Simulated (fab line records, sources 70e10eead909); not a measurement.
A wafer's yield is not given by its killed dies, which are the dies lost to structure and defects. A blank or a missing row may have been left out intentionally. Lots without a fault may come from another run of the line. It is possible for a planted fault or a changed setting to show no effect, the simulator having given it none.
Which tool did it? ; flow nand-harc ; 13 lots, 39 wafers sampled, at 5 steps of a route of 1302

== WHAT EACH GAUGE READ, for each wafer ==
NHARC_A_CONTACT_INSPECT_23. Usual: raw-defect-count reads 493 (standard deviation 110).
lot;measured;on;raw-defect-count;flag
L605;day 22 21:12;defect-inspect-02;393 373 393;
L607;day 23 15:51;defect-inspect-02;423 606 300;
L606;day 23 17:24;defect-inspect-02;644 873 627;
L610;day 24 07:41;defect-inspect-02;471 492 605;
L611;day 24 09:02;defect-inspect-02;442 485 420;
L612;day 25 17:17;defect-inspect-01;649 534 544;
L616;day 26 14:41;defect-inspect-01;756 495 540;
L615;day 26 17:11;defect-inspect-02;488 374 439;
L618;day 27 19:32;defect-inspect-01;467 490 571;
L625;day 30 15:05;defect-inspect-02;400 421 460;
L626;day 31 04:58;defect-inspect-01;472 416 468;
L627;day 31 21:28;defect-inspect-02;336 357 470;
L628;day 31 23:37;defect-inspect-01;566 441 381;

NHARC_A_BLC_OVL_MEAS_11. Usual: overlay-x-nm 0.0 nm, standard deviation 0.79; overlay-y-nm -0.2 nm, standard deviation 1.1.
lot;measured;on;overlay-x-nm (nm);overlay-y-nm (nm);flag
L605;day 22 21:48;overlay-02;-0.3 -0.1 0.3;-0.9 -0.6 -1.0;
L607;day 23 16:27;overlay-02;-0.6 -1.0 -0.3;-0.4 -0.5 -0.3;
L606;day 23 18:00;overlay-01;0.8 0.9 1.0;0.1 -0.1 0.6;
L610;day 24 08:17;overlay-01;0.2 0.2 0.5;0.1 -0.6 -0.2;
L611;day 24 09:38;overlay-01;0.1 0.1 -0.3;-1.0 0.0 -1.0;
L612;day 25 17:52;overlay-02;0.9 0.9 1.3;0.6 -0.1 0.8;
L616;day 26 15:16;overlay-01;-0.4 -1.0 -0.7;0.1 0.3 0.2;
L615;day 26 17:49;overlay-02;0.3 0.0 -0.4;2.1 1.6 2.4;
L618;day 27 20:08;overlay-02;-0.2 -0.4 0.7;-0.3 -1.4 -0.7;
L625;day 30 15:41;overlay-01;-0.8 -0.4 -0.7;-1.2 -1.1 -1.8;
L626;day 31 05:34;overlay-01;-0.7 -0.1 -0.4;-1.1 -0.6 -0.9;
L627;day 31 21:56;overlay-02;0.9 1.3 0.9;-1.0 -0.9 -0.7;
L628;day 32 00:13;overlay-02;-0.7 -0.2 -0.1;-0.8 -0.2 -1.0;

NHARC_END_SORT_01. Usual: killed-at-array 54, standard deviation 21; killed-at-other 1.0, standard deviation 1.2; killed-at-periphery 3.6, standard deviation 2.6; killed-dies 58, standard deviation 20; killed-open 3.3, standard deviation 1.9; killed-short 2.6, standard deviation 1.5.
lot;measured;on;killed-at-array;killed-at-other;killed-at-periphery;killed-dies;killed-open;killed-short;flag
L605;day 24 22:46;prober-01;45 56 41;3 3 4;3 3 4;51 62 49;2 3 3;3 4 2;
L607;day 25 11:00;prober-01;26 20 27;0 0 0;0 0 2;26 20 29;5 5 4;4 2 6;
L606;day 25 12:36;prober-02;74 86 69;0 0 1;2 4 4;76 90 74;4 5 4;2 3 5;
L610;day 26 03:20;prober-01;87 87 93;0 0 0;2 1 4;89 88 97;2 1 5;3 3 3;
L611;day 26 09:16;prober-02;23 32 24;0 1 3;9 10 6;32 43 33;4 4 5;4 1 2;
L612;day 27 10:44;prober-01;57 52 83;1 0 0;2 1 1;60 53 84;0 1 2;4 0 2;
L616;day 28 12:41;prober-02;298 291 299;0 0 0;6 4 10;304 295 309;4 2 1;2 3 3;OFF
L615;day 28 12:35;prober-01;263 251 266;2 2 2;3 4 3;268 257 271;8 4 4;3 1 3;OFF
L618;day 29 17:06;prober-01;28 37 25;0 0 1;10 4 3;38 41 29;4 3 2;0 1 1;
L625;day 32 21:00;prober-02;38 56 61;1 0 1;3 2 1;42 58 63;4 2 1;3 3 5;
L626;day 33 02:50;prober-01;57 59 54;0 1 4;2 0 2;59 60 60;5 3 2;1 1 1;
L627;day 33 21:02;prober-01;38 26 49;1 1 1;4 5 5;43 32 55;4 1 7;7 3 3;
L628;day 33 21:04;prober-02;75 81 50;3 2 0;3 2 5;81 85 55;0 3 2;3 5 1;

== WHICH TOOL RAN EACH LOT (tool, then ch and the chambers of the sampled wafers, then the start) ==
lot;NHARC_A_BLC_STRIP_21;NHARC_A_BLC_PVD_32
L605;rie-diel-06 ch 0,1,2, day 22 23:04;pvd-sputter-02, day 22 23:36
L607;rie-diel-06 ch 0,1, day 23 17:42;pvd-sputter-01, day 23 18:16
L606;rie-diel-06 ch 0,1,3, day 23 19:14;pvd-sputter-03, day 23 19:47
L610;rie-diel-03 ch 2,3, day 24 09:32;pvd-sputter-02, day 24 10:07
L611;rie-diel-13 ch 0,2,3, day 24 10:53;pvd-sputter-03, day 24 11:25
L612;rie-diel-13 ch 0,1,2, day 25 19:08;pvd-sputter-01, day 25 19:42
L616;rie-diel-13 ch 0,2,3, day 26 16:32;pvd-sputter-02, day 26 17:05
L615;rie-diel-06 ch 2,3, day 26 19:08;pvd-sputter-02, day 26 19:41
L618;rie-diel-06 ch 1,2,3, day 27 21:23;pvd-sputter-01, day 27 21:58
L625;rie-diel-13 ch 0,2,3, day 30 16:57;pvd-sputter-02, day 30 17:29
L626;rie-diel-13 ch 1,2,3, day 31 06:49;pvd-sputter-03, day 31 07:21
L627;rie-diel-03 ch 0,1, day 31 23:11;pvd-sputter-02, day 31 23:45
L628;rie-diel-06 ch 0,1,3, day 32 01:29;pvd-sputter-01, day 32 02:02
- NHARC_A_BLC_STRIP_21: strips in O2.
- NHARC_A_BLC_PVD_32: deposits Ti, target thk 5 nm, time 17.7 s.

== AS READ BY THE TOOLS THEMSELVES (means over the sampled wafers that have a number; for cases with no such wafer, the mark the record gives instead) ==
NHARC_A_BLC_STRIP_21. Usual: drypump-motor-current-A 5.8 A, standard deviation 0.44; oes-product-au 1.000 a.u., standard deviation 0.0082; rf-vpp-V 57.6 V, standard deviation 0.84; showerhead-plenum-p-Torr 3.45 Torr, standard deviation 0.11; throttle-valve-pct 17.036 %, standard deviation 0.0089.
lot;tool;drypump-motor-current-A (A);oes-product-au (a.u.);rf-vpp-V (V);showerhead-plenum-p-Torr (Torr);throttle-valve-pct (%);flag
L605;rie-diel-06;6.1;1.003;57.1;3.41;17.038;
L607;rie-diel-06;6.1;1.005;56.3;3.31;17.037;
L606;rie-diel-06;5.9;1.001;57.5;3.40;17.039;
L610;rie-diel-03;6.1;1.002;58.1;3.68;17.035;
L611;rie-diel-13;5.7;0.998;57.8;3.40;17.031;
L612;rie-diel-13;5.7;0.996;56.9;3.39;17.040;
L616;rie-diel-13;5.7;1.007;57.1;3.40;17.037;
L615;rie-diel-06;5.8;1.000;57.6;3.54;17.030;
L618;rie-diel-06;5.8;0.998;57.1;3.45;17.042;
L625;rie-diel-13;5.7;1.000;57.7;3.40;17.037;
L626;rie-diel-13;5.4;1.001;57.5;3.43;17.033;
L627;rie-diel-03;6.2;1.008;57.5;3.43;17.040;
L628;rie-diel-06;5.9;1.000;57.1;3.39;17.037;

NHARC_A_BLC_PVD_32. Usual: cathode-dc-power-W 5000.2 W, standard deviation 0.88; chamber-pressure-pa 4.999 Pa, standard deviation 0.0093; throttle-valve-pct 29.6 %, standard deviation 1.1.
lot;tool;cathode-dc-power-W (W);chamber-pressure-pa (Pa);throttle-valve-pct (%);flag
L605;pvd-sputter-02;5000.4;5.003;29.0;
L607;pvd-sputter-01;4999.8;5.004;29.8;
L606;pvd-sputter-03;5000.9;5.004;28.7;
L610;pvd-sputter-02;5000.7;5.010;28.7;
L611;pvd-sputter-03;5000.1;4.991;29.1;
L612;pvd-sputter-01;5000.4;4.995;30.8;
L616;pvd-sputter-02;-;-;-;OFF
L615;pvd-sputter-02;-;-;-;OFF
L618;pvd-sputter-01;5000.3;5.001;30.1;
L625;pvd-sputter-02;4999.0;4.995;29.0;
L626;pvd-sputter-03;5000.1;5.000;29.4;
L627;pvd-sputter-02;4999.6;5.007;28.8;
L628;pvd-sputter-01;4999.7;4.996;30.7;

== THE ANSWER, worked out from the rows above alone ==
Rule: a lot is off if the mean of its wafers that have a number lies more than 3 standard deviations from the usual mean. Also off: a lot with no number at a reading for which 4 or more lots have one. Where the step has rows for the other lots, those lots are counted as sound. The gauges are gone through in route order, then the tools' own readings, and for those a lot's mean is taken as printed above. The first step at which some lot is off is used, and at that step the reading that is off furthest; a lot without a number counts as furthest.
Off: L616, L615 (NHARC_END_SORT_01, killed-dies).
A tool fits if, at a process step before that reading, it ran every lot that is off, and no sound lot after the first of them. The gauges at NHARC_END_SORT_01 aren't tried: what is off there is off at NHARC_A_BLC_PVD_32 too, on other tools, and a gauge's error can't cause that. Not one of the candidates tried fits.

== WHAT THE SIMULATOR HAD PUT IN ==
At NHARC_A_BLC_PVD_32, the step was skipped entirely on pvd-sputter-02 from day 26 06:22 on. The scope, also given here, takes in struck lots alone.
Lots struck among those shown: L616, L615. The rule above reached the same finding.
